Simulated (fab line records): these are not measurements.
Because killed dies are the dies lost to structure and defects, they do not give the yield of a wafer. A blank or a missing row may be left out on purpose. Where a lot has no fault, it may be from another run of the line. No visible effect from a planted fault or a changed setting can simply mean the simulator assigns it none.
fab line records + flow n5-finfet + part 2 of 2: steps 18 to 24 of 24
[record]
- lots = 5
- wafers = 15
- last-day = 17
route steps=1938 shown MOL_CONTACT_COAG@564
lots with no fault: from the same line, run without faults
start-h: start of the lot's first displayed wafer, in hours after the record's first day + wait-h: how many hours have passed since the lot's step before this one + " as in the row above + L1.1+2: several wafers, shown together as one row + - no value, or no start given + * or withheld: withheld + < > ~ a bound
route shown NAME@n: NAME is a module with steps in the file, n the number in the route of the first one + usual: mean/standard deviation taken from wafers without a fault + same: alike in all rows + chamber/n: place in a boat + sites: each site's reading + _std_site: their standard deviation + _edge_site: inner sites' mean taken away from outer sites' mean + radius-mm: for every site, how far away it sits from the centre of the wafer + mask NAME#n: copy n + behind: the tool/chamber that last shaped the wafer + hold: the reason the lot was held/the length of the hold in hours/how it ended + device: names the non-switching transistor (n, p or np) + end of line: at the end of the route, the tests of the same wafers + a step given without rows: its recipe and nothing more + killed: the dies lost at the first sort to structure and to defects; this is not the yield of the wafer + map: the dies of a wafer, with x for killed, . for not killed, _ for no die there
set.NAME: the setting as run; set.NAME@STEP: as run at that earlier step + model.NAME: the simulator's own value behind a step, which no gauge read
a table for each step, a row for each wafer; lots at some steps of the route
services: a tool's chamber out of use, with start hour (start-h, from the record's first day; less than 0 if before it), hours out, and reason
[[steps]]
[step N5_MOL_CONTACT_COAG_ETCH_91]
[recipe]
- chemistry = N2/H2
- target = SOC
- target-depth-a = 600
- overetch-a = 210
- mask-material = SiARC
- temp-c = 40
- time-s = 101.2
- ion-energy-ev = 200
- pressure-mtorr = 30
- source-w = 840
- bias-w = 150
- n2-flow-sccm = 200
- h2-flow-sccm = 200
[usual]
- drypump-motor-current-A = 5.8/0.6
- h2-flow-sccm = 200.0/0.68
- oes-product-au = 0.67/0.071
- rf-vpp-V = 522.8/2.2
- showerhead-plenum-p-Torr = 2.50/0.077
- throttle-valve-pct = 17.8/0.36
| lot.wafer | tool        | chamber | start-h | wait-h | drypump-motor-current-A | h2-flow-sccm | oes-product-au | rf-hours-counter-h | rf-vpp-V | showerhead-plenum-p-Torr | throttle-valve-pct |
|-----------|-------------|---------|---------|--------|-------------------------|--------------|----------------|--------------------|----------|--------------------------|--------------------|
| L076.1    | rie-diel-06 | 2       | 116.06  | 0.0    | 6.2                     | 200.0        | 0.83           | 2                  | 522.4    | 2.50                     | 17.6               |
| L076.5    | "           | 0       | "       | "      | 4.9                     | 199.5        | 0.61           | -                  | 518.1    | 2.43                     | 18.3               |
| L076.6    | "           | 3       | "       | "      | 6.4                     | 199.6        | 0.63           | -                  | 526.4    | 2.67                     | 18.1               |
| L078.2    | rie-diel-05 | 3       | 123.11  | 0.0    | 4.9                     | 200.9        | 0.74           | 20                 | 522.9    | 2.48                     | 17.2               |
| L078.3    | "           | 0       | "       | "      | 6.0                     | 199.7        | 0.66           | 111                | 521.3    | 2.47                     | 17.7               |
| L078.5    | "           | 3       | "       | "      | 4.9                     | 200.1        | 0.74           | -                  | 523.0    | 2.48                     | 17.2               |
| L090.1    | rie-diel-05 | 0       | 194.53  | 0.0    | 6.0                     | 200.0        | 0.64           | 139                | 521.4    | 2.46                     | 17.7               |
| L090.4    | "           | 0       | "       | "      | 6.0                     | 199.8        | 0.64           | -                  | 521.6    | 2.46                     | 17.7               |
| L090.6    | "           | 2       | "       | "      | 6.6                     | 199.6        | 0.59           | -                  | 523.3    | 2.52                     | 18.0               |
| L093.1    | rie-diel-02 | 2       | 212.39  | 0.0    | 6.2                     | 199.3        | 0.65           | 103                | 521.4    | 2.46                     | 17.9               |
| L093.2    | "           | 3       | "       | "      | 6.0                     | 199.7        | 0.58           | 233                | 523.7    | 2.52                     | 18.2               |
| L093.5    | "           | 2       | "       | "      | 6.2                     | 200.6        | 0.65           | -                  | 520.6    | 2.46                     | 17.9               |
| L095.1    | rie-diel-05 | 2       | 223.51  | 0.0    | 6.6                     | 200.4        | 0.59           | 222                | 524.1    | 2.52                     | 18.1               |
| L095.5    | "           | 2       | "       | "      | 6.6                     | 198.7        | 0.59           | -                  | 522.0    | 2.52                     | 18.1               |
| L095.6    | "           | 3       | "       | "      | 4.9                     | 199.1        | 0.68           | -                  | 521.5    | 2.46                     | 17.3               |
[step N5_MOL_CONTACT_COAG_STRIP_92]
[recipe]
- chemistry = N2/H2
- temp-c = 40
- n2-flow-sccm = 200
- h2-flow-sccm = 200
- rf-frequency-hz = 6e+07
| lot.wafer  | tool        | chamber | start-h | wait-h |
|------------|-------------|---------|---------|--------|
| L076.1+5+6 | rie-diel-06 | 2,0,3   | 116.13  | 0.0    |
| L078.2+3+5 | rie-diel-05 | 3,0,3   | 123.18  | 0.0    |
| L090.1+4+6 | rie-diel-05 | 0,0,2   | 194.60  | 0.0    |
| L093.1+2+5 | rie-diel-02 | 2,3,2   | 212.46  | 0.0    |
| L095.1+5+6 | rie-diel-05 | 2,2,3   | 223.58  | 0.0    |
[step N5_MOL_CONTACT_COAG_STRIP_93]
[recipe]
- chemistry = N2/H2
- temp-c = 40
- n2-flow-sccm = 200
- h2-flow-sccm = 200
- rf-frequency-hz = 6e+07
| lot.wafer  | tool        | chamber | start-h | wait-h |
|------------|-------------|---------|---------|--------|
| L076.1+5+6 | rie-diel-06 | 2,0,3   | 116.14  | 0.0    |
| L078.2+3+5 | rie-diel-05 | 3,0,3   | 123.19  | 0.0    |
| L090.1+4+6 | rie-diel-05 | 0,0,2   | 194.61  | 0.0    |
| L093.1+2+5 | rie-diel-02 | 2,3,2   | 212.47  | 0.0    |
| L095.1+5+6 | rie-diel-05 | 2,2,3   | 223.59  | 0.0    |
[step N5_MOL_CONTACT_COAG_ETCHBACK_135]
[recipe]
- chemistry = CHF3
- target = SiO2
- target-depth-a = 250
- time-s = 16.7
- ion-energy-ev = 200
- pressure-mtorr = 30
- source-w = 610
- bias-w = 170
- Ar_flow_sccm = 200
- CHF3_flow_sccm = 50
[usual]
- drypump-motor-current-A = 5.8/0.6
- oes-product-au = 0.80/0.09
- rf-vpp-V = 518/8.8
- showerhead-plenum-p-Torr = 2.34/0.066
- throttle-valve-pct = 18.70/0.28
| lot.wafer | tool        | chamber | start-h | wait-h | drypump-motor-current-A | oes-product-au | rf-hours-counter-h | rf-vpp-V | showerhead-plenum-p-Torr | throttle-valve-pct |
|-----------|-------------|---------|---------|--------|-------------------------|----------------|--------------------|----------|--------------------------|--------------------|
| L076.1    | rie-diel-06 | 2       | 116.15  | 0.0    | 6.2                     | 1.00           | 2                  | 510      | 2.34                     | 18.60              |
| L076.5    | "           | 0       | "       | "      | 4.9                     | 0.74           | -                  | 512      | 2.27                     | 19.09              |
| L076.6    | "           | 3       | "       | "      | 6.5                     | 0.75           | -                  | 516      | 2.48                     | 18.85              |
| L078.2    | rie-diel-05 | 3       | 123.20  | 0.0    | 4.9                     | 0.87           | 20                 | 519      | 2.34                     | 18.22              |
| L078.3    | "           | 0       | "       | "      | 6.0                     | 0.78           | 111                | 513      | 2.29                     | 18.51              |
| L078.5    | "           | 3       | "       | "      | 4.9                     | 0.86           | -                  | 520      | 2.34                     | 18.21              |
| L090.1    | rie-diel-05 | 0       | 194.62  | 0.0    | 6.0                     | 0.76           | 139                | 511      | 2.28                     | 18.57              |
| L090.4    | "           | 0       | "       | "      | 6.0                     | 0.76           | -                  | 511      | 2.28                     | 18.56              |
| L090.6    | "           | 2       | "       | "      | 6.6                     | 0.70           | -                  | 534      | 2.35                     | 18.79              |
| L093.1    | rie-diel-02 | 2       | 212.48  | 0.0    | 6.2                     | 0.78           | 103                | 506      | 2.32                     | 18.83              |
| L093.2    | "           | 3       | "       | "      | 5.9                     | 0.69           | 233                | 531      | 2.35                     | 18.97              |
| L093.5    | "           | 2       | "       | "      | 6.2                     | 0.77           | -                  | 505      | 2.32                     | 18.83              |
| L095.1    | rie-diel-05 | 2       | 223.60  | 0.0    | 6.5                     | 0.70           | 222                | 535      | 2.34                     | 18.81              |
| L095.5    | "           | 2       | "       | "      | 6.5                     | 0.70           | -                  | 535      | 2.34                     | 18.79              |
| L095.6    | "           | 3       | "       | "      | 4.9                     | 0.80           | -                  | 520      | 2.33                     | 18.27              |
[step N5_MOL_CONTACT_COAG_STRIP_118]
[recipe]
- chemistry = CHF3
- resist = SiARC
- rf-frequency-hz = 6e+07
| lot.wafer  | tool        | chamber | start-h | wait-h |
|------------|-------------|---------|---------|--------|
| L076.1+5+6 | rie-diel-06 | 2,0,3   | 116.17  | 0.0    |
| L078.2+3+5 | rie-diel-05 | 3,0,3   | 123.22  | 0.0    |
| L090.1+4+6 | rie-diel-05 | 0,0,2   | 194.65  | 0.0    |
| L093.1+2+5 | rie-diel-02 | 2,3,2   | 212.50  | 0.0    |
| L095.1+5+6 | rie-diel-05 | 2,2,3   | 223.62  | 0.0    |
[step N5_MOL_CONTACT_COAG_VIA_ETCH_46]
[recipe]
- chemistry = C4F6/O2
- target-depth-a = 460
- overetch-a = 92
- mask-material = SOC
- target = SiO2
- bias-w = 455
- pressure-mtorr = 10
- time-s = 40
- source-w = 325
- Ar_flow_sccm = 300
- C4F6_flow_sccm = 10
- O2_flow_sccm = 10
- ion-energy-ev = 575.3
- ends = end-point
[usual]
- C4F6_flow_sccm = 10.01/0.031
- O2_flow_sccm = 10.000/0.027
- drypump-motor-current-A = 5.8/0.6
- oes-product-au = 0.71/0.076
- rf-vpp-V = 1570/25
- showerhead-plenum-p-Torr = 2.80/0.078
- throttle-valve-pct = 41.0/0.43
| lot.wafer | tool        | chamber | start-h | wait-h | C4F6_flow_sccm | O2_flow_sccm | drypump-motor-current-A | oes-product-au | rf-hours-counter-h | rf-vpp-V | showerhead-plenum-p-Torr | throttle-valve-pct |
|-----------|-------------|---------|---------|--------|----------------|--------------|-------------------------|----------------|--------------------|----------|--------------------------|--------------------|
| L076.1    | rie-diel-06 | 2       | 116.18  | 0.0    | 10.00          | 9.992        | 6.2                     | 0.89           | 2                  | 1546     | 2.80                     | 41.2               |
| L076.5    | "           | 0       | "       | "      | 9.92           | 10.005       | 4.9                     | 0.64           | -                  | 1550     | 2.71                     | 41.7               |
| L076.6    | "           | 3       | "       | "      | 10.03          | 9.950        | 6.5                     | 0.68           | -                  | 1566     | 2.95                     | 41.3               |
| L078.2    | rie-diel-05 | 3       | 123.23  | 0.0    | 9.99           | 9.996        | 4.9                     | 0.78           | 20                 | 1578     | 2.80                     | 40.6               |
| L078.3    | "           | 0       | "       | "      | 10.01          | 10.021       | 6.0                     | 0.70           | 111                | 1552     | 2.74                     | 40.3               |
| L078.5    | "           | 3       | "       | "      | 9.98           | 10.003       | 4.9                     | 0.79           | -                  | 1578     | 2.80                     | 40.6               |
| L090.1    | rie-diel-05 | 0       | 194.66  | 0.0    | 10.01          | 9.972        | 6.0                     | 0.68           | 139                | 1551     | 2.72                     | 40.4               |
| L090.4    | "           | 0       | "       | "      | 9.94           | 10.003       | 6.0                     | 0.68           | -                  | 1551     | 2.72                     | 40.4               |
| L090.6    | "           | 2       | "       | "      | 9.98           | 10.022       | 6.6                     | 0.64           | -                  | 1619     | 2.80                     | 40.8               |
| L093.1    | rie-diel-02 | 2       | 212.51  | 0.0    | 9.98           | 9.989        | 6.2                     | 0.68           | 103                | 1536     | 2.77                     | 40.7               |
| L093.2    | "           | 3       | "       | "      | 10.01          | 9.975        | 6.0                     | 0.62           | 233                | 1607     | 2.81                     | 41.2               |
| L093.5    | "           | 2       | "       | "      | 9.99           | 9.992        | 6.2                     | 0.70           | -                  | 1535     | 2.77                     | 40.7               |
| L095.1    | rie-diel-05 | 2       | 223.63  | 0.0    | 10.02          | 10.025       | 6.6                     | 0.63           | 222                | 1617     | 2.80                     | 40.8               |
| L095.5    | "           | 2       | "       | "      | 10.03          | 9.976        | 6.6                     | 0.63           | -                  | 1617     | 2.80                     | 40.8               |
| L095.6    | "           | 3       | "       | "      | 9.97           | 9.983        | 4.9                     | 0.73           | -                  | 1578     | 2.78                     | 40.7               |
[step N5_MOL_CONTACT_COAG_STRIP_96]
[recipe]
- chemistry = N2/H2
- power-w = 500
- temp-c = 40
- pressure-mtorr = 50
- rf-frequency-hz = 6e+07
- overash-fraction = 0.3
- bias-power-w = 28
- h2-frac = 0.5
- n2-flow-sccm = 300
- h2-flow-sccm = 300
[usual]
- drypump-motor-current-A = 5.8/0.6
- h2-flow-sccm = 300.0/0.9
- oes-product-au = 0.79/0.092
- rf-vpp-V = 121.5/1.3
- showerhead-plenum-p-Torr = 3.31/0.098
- throttle-valve-pct = 18.9/0.49
| lot.wafer | tool        | chamber | start-h | wait-h | drypump-motor-current-A | h2-flow-sccm | oes-product-au | rf-hours-counter-h | rf-vpp-V | showerhead-plenum-p-Torr | throttle-valve-pct |
|-----------|-------------|---------|---------|--------|-------------------------|--------------|----------------|--------------------|----------|--------------------------|--------------------|
| L076.1    | rie-diel-06 | 2       | 116.25  | 0.0    | 6.2                     | 299.9        | 0.99           | 2                  | 120.6    | 3.30                     | 18.6               |
| L076.5    | "           | 0       | "       | "      | 4.9                     | 301.5        | 0.70           | -                  | 121.0    | 3.21                     | 19.2               |
| L076.6    | "           | 3       | "       | "      | 6.5                     | 299.7        | 0.74           | -                  | 124.1    | 3.52                     | 19.4               |
| L078.2    | rie-diel-05 | 3       | 123.30  | 0.0    | 4.9                     | 299.8        | 0.88           | 20                 | 120.4    | 3.28                     | 18.3               |
| L078.3    | "           | 0       | "       | "      | 6.0                     | 301.1        | 0.79           | 111                | 121.5    | 3.27                     | 18.7               |
| L078.5    | "           | 3       | "       | "      | 4.9                     | 300.1        | 0.87           | -                  | 120.3    | 3.28                     | 18.3               |
| L090.1    | rie-diel-05 | 0       | 194.72  | 0.0    | 6.0                     | 300.5        | 0.75           | 139                | 120.0    | 3.25                     | 18.8               |
| L090.4    | "           | 0       | "       | "      | 6.0                     | 300.2        | 0.77           | -                  | 120.4    | 3.25                     | 18.8               |
| L090.6    | "           | 2       | "       | "      | 6.6                     | 298.7        | 0.70           | -                  | 119.9    | 3.33                     | 19.4               |
| L093.1    | rie-diel-02 | 2       | 212.58  | 0.0    | 6.2                     | 300.1        | 0.76           | 103                | 121.5    | 3.26                     | 19.1               |
| L093.2    | "           | 3       | "       | "      | 6.0                     | 298.7        | 0.68           | 233                | 122.6    | 3.32                     | 19.5               |
| L093.5    | "           | 2       | "       | "      | 6.2                     | 300.4        | 0.77           | -                  | 121.9    | 3.26                     | 19.1               |
| L095.1    | rie-diel-05 | 2       | 223.70  | 0.0    | 6.6                     | 298.8        | 0.70           | 222                | 122.5    | 3.33                     | 19.4               |
| L095.5    | "           | 2       | "       | "      | 6.6                     | 299.8        | 0.70           | -                  | 122.4    | 3.33                     | 19.4               |
| L095.6    | "           | 3       | "       | "      | 4.9                     | 300.5        | 0.82           | -                  | 123.9    | 3.26                     | 18.3               |
[[services]]
| tool           | chamber | start-h | hours | kind                          |
|----------------|---------|---------|-------|-------------------------------|
| euv-scanner-02 | -       | 92.74   | 2.5   | repair                        |
| rie-diel-06    | 2       | 94.46   | -     | clean                         |
| rie-diel-06    | 2       | 94.46   | -     | consumable-replace:focus-ring |
| rie-diel-06    | 2       | 94.46   | 17.2  | scheduled-down                |
| rie-diel-06    | 2       | 94.46   | 17.2  | vent-cycle                    |
| ald-sin-04     | 0       | 101.13  | 1.9   | repair                        |
| euv-scanner-01 | -       | 104.39  | 1.0   | pm                            |
| euv-scanner-02 | -       | 117.77  | 1.0   | pm                            |
| rie-diel-02    | 0       | 126.72  | 16.1  | repair                        |
| rie-diel-06    | 1       | 151.02  | -     | clean                         |
| rie-diel-06    | 1       | 151.02  | -     | consumable-replace:focus-ring |
| rie-diel-06    | 1       | 151.02  | -     | consumable-replace:showerhead |
| rie-diel-06    | 1       | 151.02  | 25.5  | scheduled-down                |
| rie-diel-06    | 1       | 151.02  | 25.5  | vent-cycle                    |
| euv-scanner-01 | -       | 160.54  | 1.0   | pm                            |
| rie-diel-05    | 1       | 162.15  | 36.3  | repair                        |
| euv-scanner-02 | -       | 173.92  | 1.0   | pm                            |
| ald-sin-03     | -       | 178.35  | 14.0  | pm                            |
| euv-scanner-01 | -       | 193.78  | 12.0  | pm                            |
| rie-diel-06    | 2       | 197.89  | 1.5   | repair                        |
| rie-diel-02    | 1       | 198.27  | 1.6   | repair                        |
| euv-scanner-02 | -       | 205.78  | 4.6   | pm                            |
| euv-scanner-01 | -       | 216.69  | 1.0   | pm                            |
| rie-diel-06    | 0       | 220.63  | 6.6   | repair                        |
